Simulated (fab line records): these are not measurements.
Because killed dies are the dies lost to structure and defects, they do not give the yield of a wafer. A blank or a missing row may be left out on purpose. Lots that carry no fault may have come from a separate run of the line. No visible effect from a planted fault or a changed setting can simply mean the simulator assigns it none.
A lot that was struck, set against a sound lot || flow nand-harc || 12 steps out of a route of 1302
Sound: the wafers L387.1, L387.3, L387.4. Wafers L402.3, L402.4, L402.6 were the ones struck. Last of all comes the cause.
Order at every step that has rows: each side's tool, ch and its chambers, its first start. Under that, the readings that differ: sound wafers || struck wafers || difference of the means || sigmas: that difference in standard deviations of wafers without a fault.
alike: readings whose means differ by less than 2 such deviations, and words and numbers that are the same on both sides. not compared: withheld readings, readings that some wafer has no value for, bounds like >300 that may hide the same value, and numbers for which the record gives no deviation and whose values overlap.
The two part at a step that has a row with sigmas, a row that says differs or no value, or rows on one side only. When numbers do not overlap yet have no deviation, they are printed without sigmas and do not part them. A reading that every wafer of one side lacks parts them only if that side has two wafers or more.

first, 3 steps without rows for these wafers: NHARC_A_STAIRCASE_PEB_439 (peb time 130 s); NHARC_A_STAIRCASE_DEVELOP_440 (time 140 s); NHARC_A_STAIRCASE_HARDBAKE_442 (time 140 s).
NHARC_A_STAIRCASE_DESCUM_443: chemistry O2, time 3 s.
  sound on rie-diel-11 ch 0,1,3, day 20 12:35; struck on rie-diel-05 ch 1,2, day 26 18:53
  alike: chamber-pressure-mTorr, drypump-motor-current-A, oes-product-au, rf-vpp-V, showerhead-plenum-p-Torr, throttle-valve-pct
  not compared: rf-hours-counter-h
NHARC_A_STAIRCASE_ETCH_444: etches the open film in C4F8/O2, target depth 20400 nm, time 6800 s.
  sound on rie-diel-11 ch 0,2,3, day 20 12:44; struck on rie-diel-05 ch 0,2,3, day 26 19:27
{"reading": "oes-product-au (a.u.)", "sound": "0.926 0.940 0.918", "struck": "0.982 0.971 0.966", "difference": "+0.045", "sigmas": "+2"}
  alike: chamber-pressure-mTorr, rf-fwd-power-W, rf-vpp-V
  not compared: rf-hours-counter-h
NHARC_A_STAIRCASE_STRIP_446: strips in O2.
  sound on plasma-asher-02 ch 0,1, day 20 17:11; struck on plasma-asher-02 ch 0,1, day 26 23:26
  alike: drypump-motor-current-A, heater-power-w
  not compared: rf-hours-counter-h
then, 3 steps without rows for these wafers: NHARC_A_STAIRCASE_STRIP_447 (strips in SPM, time 900 s); NHARC_A_STAIRCASE_PRECLEAN_448 (cleans in SC1); NHARC_A_STAIRCASE_SRD_449.
NHARC_A_STAIRCASE_CMP_450: polishes SiO2, target thk 200 nm.
  sound on cmp-01 ch 0,1,2, day 20 17:56; struck on cmp-03 ch 0,1,2, day 27 00:11
  alike: edge-zone-pressure-frac, motor-current-A
NHARC_A_STAIRCASE_CMP_152: polishes.
  sound on cmp-01 ch 0,1,2, day 20 18:00; struck on cmp-03 ch 0,1,2, day 27 00:15
  no value came back on the struck wafers for edge-zone-pressure-frac, motor-current-A (A); on the sound wafers edge-zone-pressure-frac reads 1.001 0.998 1.004
-- the record jumps here: 5 days lie between the struck wafers' starts before and after (it left off in module A_STAIRCASE and takes up again in module END, whose first step shown is number 1302 of the route) --
NHARC_END_SORT_01:
  at this point the record logs the struck wafers (prober-02 ch 0, day 32 05:08) and has no rows for the sound ones

WHERE THEY PART
First at NHARC_A_STAIRCASE_ETCH_444; last, within this record, at NHARC_END_SORT_01.

WHY: whatever the simulator had introduced
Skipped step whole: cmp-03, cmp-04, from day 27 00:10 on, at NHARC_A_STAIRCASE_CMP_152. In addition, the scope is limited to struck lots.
